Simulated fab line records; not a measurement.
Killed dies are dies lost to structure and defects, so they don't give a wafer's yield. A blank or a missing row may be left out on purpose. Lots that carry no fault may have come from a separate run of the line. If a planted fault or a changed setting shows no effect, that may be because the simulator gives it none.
Chamber matching / flow n5_finfet / N5_SDB_ETCH_18 on rie_diel-02 has 4 sister chambers
The step etches SOC in N2/H2, target depth 100 nm, overetch 20 nm, time 150 s. 27 wafers are shown with their chamber, then 12 later ones without.

== WAFERS, EACH WITH ITS CHAMBER ==
wafer=L075.1; chamber=0; drypump_motor_current_A (A)=5.3; showerhead_plenum_p_Torr (Torr)=2.72; throttle_valve_pct (%)=17.51
wafer=L075.4; chamber=3; drypump_motor_current_A (A)=5.9; showerhead_plenum_p_Torr (Torr)=2.65; throttle_valve_pct (%)=17.69
wafer=L075.5; chamber=2; drypump_motor_current_A (A)=6.4; showerhead_plenum_p_Torr (Torr)=2.52; throttle_valve_pct (%)=18.05
wafer=L078.2; chamber=0; drypump_motor_current_A (A)=5.3; showerhead_plenum_p_Torr (Torr)=2.72; throttle_valve_pct (%)=17.51
wafer=L078.5; chamber=0; drypump_motor_current_A (A)=5.3; showerhead_plenum_p_Torr (Torr)=2.72; throttle_valve_pct (%)=17.53
wafer=L078.6; chamber=3; drypump_motor_current_A (A)=5.9; showerhead_plenum_p_Torr (Torr)=2.65; throttle_valve_pct (%)=17.71
wafer=L079.3; chamber=1; drypump_motor_current_A (A)=5.5; showerhead_plenum_p_Torr (Torr)=2.69; throttle_valve_pct (%)=17.64
wafer=L079.4; chamber=2; drypump_motor_current_A (A)=6.4; showerhead_plenum_p_Torr (Torr)=2.52; throttle_valve_pct (%)=18.07
wafer=L079.6; chamber=3; drypump_motor_current_A (A)=5.9; showerhead_plenum_p_Torr (Torr)=2.65; throttle_valve_pct (%)=17.70
wafer=L080.1; chamber=1; drypump_motor_current_A (A)=5.4; showerhead_plenum_p_Torr (Torr)=2.69; throttle_valve_pct (%)=17.65
wafer=L080.2; chamber=3; drypump_motor_current_A (A)=5.9; showerhead_plenum_p_Torr (Torr)=2.65; throttle_valve_pct (%)=17.72
wafer=L080.6; chamber=3; drypump_motor_current_A (A)=5.9; showerhead_plenum_p_Torr (Torr)=2.65; throttle_valve_pct (%)=17.71
wafer=L081.1; chamber=3; drypump_motor_current_A (A)=5.9; showerhead_plenum_p_Torr (Torr)=2.65; throttle_valve_pct (%)=17.72
wafer=L081.3; chamber=0; drypump_motor_current_A (A)=5.3; showerhead_plenum_p_Torr (Torr)=2.71; throttle_valve_pct (%)=17.52
wafer=L081.6; chamber=0; drypump_motor_current_A (A)=5.3; showerhead_plenum_p_Torr (Torr)=2.71; throttle_valve_pct (%)=17.52
wafer=L083.1; chamber=3; drypump_motor_current_A (A)=5.9; showerhead_plenum_p_Torr (Torr)=2.65; throttle_valve_pct (%)=17.70
wafer=L083.3; chamber=1; drypump_motor_current_A (A)=5.5; showerhead_plenum_p_Torr (Torr)=2.68; throttle_valve_pct (%)=17.65
wafer=L083.5; chamber=1; drypump_motor_current_A (A)=5.5; showerhead_plenum_p_Torr (Torr)=2.68; throttle_valve_pct (%)=17.65
wafer=L084.1; chamber=3; drypump_motor_current_A (A)=5.9; showerhead_plenum_p_Torr (Torr)=2.65; throttle_valve_pct (%)=17.73
wafer=L084.2; chamber=2; drypump_motor_current_A (A)=6.4; showerhead_plenum_p_Torr (Torr)=2.51; throttle_valve_pct (%)=18.09
wafer=L084.5; chamber=3; drypump_motor_current_A (A)=5.9; showerhead_plenum_p_Torr (Torr)=2.65; throttle_valve_pct (%)=17.73
wafer=L087.1; chamber=1; drypump_motor_current_A (A)=5.5; showerhead_plenum_p_Torr (Torr)=2.68; throttle_valve_pct (%)=17.67
wafer=L087.5; chamber=2; drypump_motor_current_A (A)=6.4; showerhead_plenum_p_Torr (Torr)=2.51; throttle_valve_pct (%)=18.10
wafer=L087.6; chamber=1; drypump_motor_current_A (A)=5.4; showerhead_plenum_p_Torr (Torr)=2.68; throttle_valve_pct (%)=17.68
wafer=L088.1; chamber=2; drypump_motor_current_A (A)=6.4; showerhead_plenum_p_Torr (Torr)=2.51; throttle_valve_pct (%)=18.10
wafer=L088.2; chamber=0; drypump_motor_current_A (A)=5.3; showerhead_plenum_p_Torr (Torr)=2.71; throttle_valve_pct (%)=17.55
wafer=L088.5; chamber=2; drypump_motor_current_A (A)=6.4; showerhead_plenum_p_Torr (Torr)=2.51; throttle_valve_pct (%)=18.10

SIGNATURES (averages over the wafers above)
reading=drypump_motor_current_A; chamber 0=5.300; chamber 1=5.467; chamber 2=6.400; chamber 3=5.900; scatter within a chamber=0.0241
reading=showerhead_plenum_p_Torr; chamber 0=2.7150; chamber 1=2.6833; chamber 2=2.5133; chamber 3=2.6500; scatter within a chamber=0.00426
reading=throttle_valve_pct; chamber 0=17.5233; chamber 1=17.6567; chamber 2=18.0850; chamber 3=17.7122; scatter within a chamber=0.0161
Rule: a wafer's distance from a chamber is the root of the sum, over the readings, of the square of ((its reading less the chamber's mean) divided by the reading's scatter). The wafer belongs to the nearest chamber; if the next one is less than 2 further off, it can't be placed. The scatter is the square root of a quotient: the sum, over the shown wafers, of each reading's squared deviation from its chamber's mean, divided by wafers minus chambers.

== WAFERS WHOSE CHAMBER IS MISSING ==
wafer=L090.1; drypump_motor_current_A (A)=5.9; showerhead_plenum_p_Torr (Torr)=2.64; throttle_valve_pct (%)=17.75
wafer=L090.4; drypump_motor_current_A (A)=5.3; showerhead_plenum_p_Torr (Torr)=2.70; throttle_valve_pct (%)=17.55
wafer=L090.5; drypump_motor_current_A (A)=6.4; showerhead_plenum_p_Torr (Torr)=2.51; throttle_valve_pct (%)=18.10
wafer=L092.1; drypump_motor_current_A (A)=5.9; showerhead_plenum_p_Torr (Torr)=2.64; throttle_valve_pct (%)=17.76
wafer=L092.3; drypump_motor_current_A (A)=6.4; showerhead_plenum_p_Torr (Torr)=2.51; throttle_valve_pct (%)=18.12
wafer=L092.5; drypump_motor_current_A (A)=6.4; showerhead_plenum_p_Torr (Torr)=2.51; throttle_valve_pct (%)=18.11
wafer=L097.1; drypump_motor_current_A (A)=5.9; showerhead_plenum_p_Torr (Torr)=2.63; throttle_valve_pct (%)=17.79
wafer=L097.2; drypump_motor_current_A (A)=5.3; showerhead_plenum_p_Torr (Torr)=2.70; throttle_valve_pct (%)=17.58
wafer=L097.3; drypump_motor_current_A (A)=5.5; showerhead_plenum_p_Torr (Torr)=2.67; throttle_valve_pct (%)=17.69
wafer=L097.4; drypump_motor_current_A (A)=5.5; showerhead_plenum_p_Torr (Torr)=2.67; throttle_valve_pct (%)=17.69
wafer=L097.5; drypump_motor_current_A (A)=5.9; showerhead_plenum_p_Torr (Torr)=2.63; throttle_valve_pct (%)=17.77
wafer=L097.6; drypump_motor_current_A (A)=5.3; showerhead_plenum_p_Torr (Torr)=2.70; throttle_valve_pct (%)=17.60

== THE CHAMBER EACH PASSED THROUGH ==
wafer=L090.1; from the rows above=3; in truth=3
wafer=L090.4; from the rows above=0; in truth=0
wafer=L090.5; from the rows above=2; in truth=2
wafer=L092.1; from the rows above=3; in truth=3
wafer=L092.3; from the rows above=2; in truth=2
wafer=L092.5; from the rows above=2; in truth=2
wafer=L097.1; from the rows above=3; in truth=3
wafer=L097.2; from the rows above=0; in truth=0
wafer=L097.3; from the rows above=1; in truth=1
wafer=L097.4; from the rows above=1; in truth=1
wafer=L097.5; from the rows above=3; in truth=3
wafer=L097.6; from the rows above=0; in truth=0
Correct placement for 12 of the 12. Not placeable from these rows: 0. Wrongly placed: 0.
